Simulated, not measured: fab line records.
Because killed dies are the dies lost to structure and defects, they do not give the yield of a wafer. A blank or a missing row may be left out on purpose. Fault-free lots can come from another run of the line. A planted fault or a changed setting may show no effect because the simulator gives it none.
Matching of chambers + flow n5Finfet + 4 sister chambers for N5_BEOL_M0_SAQP_DESCUM_45 on rieDiel-06
The step chemistry O2, time 7 s. 14 wafers are shown with their chamber, then 7 later ones without.

## WAFERS PAIRED WITH THEIR CHAMBERS
| wafer  | chamber | showerheadPlenumPTorr (Torr) | drypumpMotorCurrentA (A) | throttleValvePct (%) |
|--------|---------|------------------------------|--------------------------|----------------------|
| L079.1 | 0       | 2.13                         | 4.9                      | 20.42                |
| L079.2 | 3       | 2.16                         | 5.7                      | 20.72                |
| L079.4 | 1       | 2.07                         | 5.4                      | 20.53                |
| L080.3 | 0       | 2.13                         | 4.9                      | 20.42                |
| L080.4 | 2       | 2.15                         | 5.9                      | 20.59                |
| L080.5 | 3       | 2.15                         | 5.6                      | 20.73                |
| L081.2 | 0       | 2.13                         | 4.9                      | 20.43                |
| L081.5 | 0       | 2.13                         | 4.9                      | 20.41                |
| L081.6 | 3       | 2.15                         | 5.7                      | 20.72                |
| L088.1 | 1       | 2.07                         | 5.4                      | 20.54                |
| L088.2 | 0       | 2.13                         | 4.9                      | 20.44                |
| L088.3 | 3       | 2.15                         | 5.7                      | 20.74                |
| L088.4 | 2       | 2.15                         | 5.9                      | 20.61                |
| L088.5 | 0       | 2.13                         | 5.0                      | 20.44                |

SIGNATURES (means of the wafers above)
| reading               | chamber 0 | chamber 1 | chamber 2 | chamber 3 | scatter within a chamber |
|-----------------------|-----------|-----------|-----------|-----------|--------------------------|
| showerheadPlenumPTorr | 2.1300    | 2.0700    | 2.1500    | 2.1525    | 0.00274                  |
| drypumpMotorCurrentA  | 4.917     | 5.400     | 5.900     | 5.675     | 0.0398                   |
| throttleValvePct      | 20.4267   | 20.5350   | 20.6000   | 20.7275   | 0.0112                   |
Rule: a wafer's distance from a chamber is the root of the sum, over the readings, of the square of ((its reading less the chamber's mean) divided by the reading's scatter). The wafer belongs to the nearest chamber; if the next one is less than 2 further off, it can't be placed. How the scatter is found: for the shown wafers, subtract from each reading the mean of its chamber, square and add these, divide the total by (wafers less chambers), then take the root.

## WAFERS WHOSE CHAMBER IS MISSING
| wafer  | showerheadPlenumPTorr (Torr) | drypumpMotorCurrentA (A) | throttleValvePct (%) |
|--------|------------------------------|--------------------------|----------------------|
| L088.6 | 2.07                         | 5.4                      | 20.56                |
| L091.2 | 2.12                         | 4.9                      | 20.44                |
| L091.4 | 2.06                         | 5.4                      | 20.58                |
| L091.6 | 2.15                         | 5.7                      | 20.74                |
| L097.1 | 2.12                         | 4.9                      | 20.48                |
| L097.2 | 2.14                         | 5.7                      | 20.76                |
| L097.4 | 2.14                         | 5.9                      | 20.30                |

## EACH ONE'S CHAMBER
| wafer  | from the rows above     | in truth |
|--------|-------------------------|----------|
| L088.6 | 1                       | 1        |
| L091.2 | 0                       | 0        |
| L091.4 | 1                       | 1        |
| L091.6 | 3                       | 3        |
| L097.1 | 0                       | 0        |
| L097.2 | 3                       | 3        |
| L097.4 | can't be placed: 2 or 0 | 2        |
Correctly placed: 6 of 7. Not placeable from these rows: 1 (in 1, the candidates include the true chamber). Number placed wrongly: 0.
